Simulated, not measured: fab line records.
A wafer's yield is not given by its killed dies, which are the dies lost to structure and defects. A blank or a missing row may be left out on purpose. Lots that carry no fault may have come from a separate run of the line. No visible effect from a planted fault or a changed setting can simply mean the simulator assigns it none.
Matching of chambers	flow n5-finfet	N5_HKMG_FIN_ALD_21 on ald-metal-02 has 4 sister chambers
The step deposits TiN, target thk 1.5 nm, pulse time 1 s, purge time 3 s. 8 wafers are shown with their chamber, then 8 later ones without.

## WAFERS WITH THEIR CHAMBER
wafer	chamber	heater-power-w (W)	precursor-pulse-height-rel
L081.3	1	864	0.987
L083.1	2	824	0.993
L083.3	0	820	0.991
L083.6	3	876	0.985
L084.1	2	803	0.991
L084.5	0	842	0.991
L084.6	1	856	0.987
L090.3	3	867	0.998

## WAFERS WITHOUT THEIR CHAMBER
wafer	heater-power-w (W)	precursor-pulse-height-rel
L090.4	799	0.986
L090.6	824	0.988
L093.1	892	0.990
L093.3	866	1.000
L093.4	828	1.003
L096.1	883	0.978
L096.2	807	1.020
L096.5	868	0.967

## CHAMBER TAKEN BY EACH
wafer	from the rows above	in truth
L090.4	can't be placed: 2 or 0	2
L090.6	can't be placed: 0 or 2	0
L093.1	can't be placed: 3 or 1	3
L093.3	can't be placed: 3 or 1 or 0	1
L093.4	can't be placed: 0 or 2 or 1 or 3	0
L096.1	can't be placed: 1 or 3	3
L096.2	can't be placed: 2 or 0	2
L096.5	can't be placed: 1 or 3 or 0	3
Correctly placed: 0 of 8. From these rows, 8 cannot be placed; in 8 the true chamber is one of the candidates. Placed wrongly: 0.
How it was worked out, from the rows above alone: a wafer's distance from a chamber is the root of the sum, over the readings, of the square of ((its reading less the chamber's mean) divided by the reading's scatter). The wafer belongs to the nearest chamber; if the next one is less than 2 further off, it can't be placed. The mean given for a chamber averages the wafers shown for that chamber. The scatter: the root of (the sum of the squares of (reading less its chamber's mean) over the shown wafers, divided by (wafers less chambers)).
